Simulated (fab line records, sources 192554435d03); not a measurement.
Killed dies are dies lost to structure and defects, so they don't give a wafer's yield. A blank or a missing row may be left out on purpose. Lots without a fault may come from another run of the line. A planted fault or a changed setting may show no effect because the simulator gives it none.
Chamber matching | flow n5_finfet | N5_BEOL_M0_ETCH_138 on rie_diel-03: 4 sister chambers
The step etches SiCN in CH3F/O2, target depth 12 nm, time 31.6 s. 8 wafers are shown with their chamber, then 10 later ones without.

WAFERS WITH THEIR CHAMBER
wafer  | chamber | drypump_motor_current_A (A) | throttle_valve_pct (%)
L084.1 | 0       | 6.4                         | 16.52
L084.2 | 2       | 5.6                         | 15.72
L084.5 | 3       | 5.4                         | 16.69
L086.3 | 1       | 5.1                         | 16.16
L086.4 | 0       | 6.3                         | 16.51
L086.6 | 3       | 5.4                         | 16.69
L087.1 | 2       | 5.6                         | 15.74
L087.2 | 1       | 5.1                         | 16.15

WAFERS WITHOUT THEIR CHAMBER
wafer  | drypump_motor_current_A (A) | throttle_valve_pct (%)
L087.3 | 5.4                         | 16.71
L087.4 | 6.4                         | 16.53
L087.5 | 6.4                         | 16.52
L087.6 | 5.4                         | 16.68
L089.2 | 5.4                         | 16.70
L089.4 | 5.6                         | 15.72
L089.6 | 5.1                         | 16.16
L094.1 | 6.4                         | 16.55
L094.4 | 5.6                         | 15.73
L094.5 | 5.1                         | 16.18

WHICH CHAMBER EACH WENT THROUGH
wafer  | from the rows above | in truth
L087.3 | 3                   | 3
L087.4 | 0                   | 0
L087.5 | 0                   | 0
L087.6 | 3                   | 3
L089.2 | 3                   | 3
L089.4 | 2                   | 2
L089.6 | 1                   | 1
L094.1 | 0                   | 0
L094.4 | 2                   | 2
L094.5 | 1                   | 1
Placed correctly: 10 of 10. Can't be placed from these rows: 0. Placed wrongly: 0.
How it was worked out, from the rows above alone: a wafer's distance from a chamber is the root of the sum, over the readings, of the square of ((its reading less the chamber's mean) divided by the reading's scatter). The wafer belongs to the nearest chamber; if the next one is less than 2 further off, it can't be placed. A chamber's mean is the mean of its shown wafers. The scatter: the root of (the sum of the squares of (reading less its chamber's mean) over the shown wafers, divided by (wafers less chambers)).
